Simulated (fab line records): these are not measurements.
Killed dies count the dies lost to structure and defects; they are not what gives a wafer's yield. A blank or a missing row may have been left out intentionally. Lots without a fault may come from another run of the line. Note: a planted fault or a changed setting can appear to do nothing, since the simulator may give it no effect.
Which of the tools did it? | flow nand-harc | 6 lots, 18 wafers sampled, at 3 steps of a route of 1302

== WHAT THE GAUGES SHOWED, per wafer ==
NHARC_A_ONON_D2_THK_MEAS_24: measures by ellipsometry.
lot  | measured     | on            | thk-nm (nm)
L427 | day 14 01:05 | film-metro-01 | 1005 1003 1004
L428 | day 14 10:22 | film-metro-01 | 1000 1000 1001
L432 | day 15 18:22 | film-metro-02 | 1009 1008 1009
L434 | day 16 06:02 | film-metro-01 | 987 988 987
L443 | day 20 06:03 | film-metro-02 | 1609 1610 1611
L447 | day 21 22:05 | film-metro-01 | 994 995 994

== EACH LOT AND THE TOOL THAT RAN IT (in order: tool; ch and the chambers of the sampled wafers; start) ==
lot  | NHARC_A_CHANNEL_FILL_D1_CMP_10 | NHARC_A_ONON_D2_DEP_22
L427 | cmp-02 ch 0,2,3, day 11 20:08  | pecvd-onon-02 ch 0, day 14 00:34
L428 | cmp-01 ch 0,2,3, day 12 13:04  | pecvd-onon-01 ch 0, day 14 09:59
L432 | cmp-03 ch 0,1,2, day 13 18:26  | pecvd-onon-01 ch 0, day 15 17:58
L434 | cmp-01 ch 0,1,2, day 14 09:14  | pecvd-onon-02 ch 0, day 16 05:31
L443 | cmp-02 ch 1,3, day 18 06:31    | pecvd-onon-02 ch 0, day 20 05:39
L447 | cmp-01 ch 0,1, day 19 23:35    | pecvd-onon-01 ch 0, day 21 21:35
- NHARC_A_CHANNEL_FILL_D1_CMP_10: polishes, target thk 150 nm.
- NHARC_A_ONON_D2_DEP_22: target thk 1000 nm.

== THE ANSWER, worked out from the rows above alone ==
Rule: usual is defined by the lots themselves. Put in order of their means at a reading, lots are off if they are a third of the lots or fewer, leave a main group of 4 or more, and stand apart from it by a gap of 3 or more times the standard deviation of the main group's means; of several such gaps the widest counts. A main group whose means are all the same, to the digits that the tables above print for the reading, isn't used. A lot without any number at a reading at which 4 lots or more have one is off too. All remaining lots with rows at the step are treated as sound.
Off: L443, at NHARC_A_ONON_D2_THK_MEAS_24 (thk-nm). The main group: mean 999 nm, standard deviation 7.5.
A tool fits if, at a process step before that reading, it ran every lot that is off, and no sound lot after the first of them. The gauges at NHARC_A_ONON_D2_THK_MEAS_24 are tried like those tools. Can't be told from this: 3 tools fit, cmp-02 at NHARC_A_CHANNEL_FILL_D1_CMP_10, pecvd-onon-02 at NHARC_A_ONON_D2_DEP_22, film-metro-02 at NHARC_A_ONON_D2_THK_MEAS_24.

== WHAT THE SIMULATOR HAD INSERTED ==
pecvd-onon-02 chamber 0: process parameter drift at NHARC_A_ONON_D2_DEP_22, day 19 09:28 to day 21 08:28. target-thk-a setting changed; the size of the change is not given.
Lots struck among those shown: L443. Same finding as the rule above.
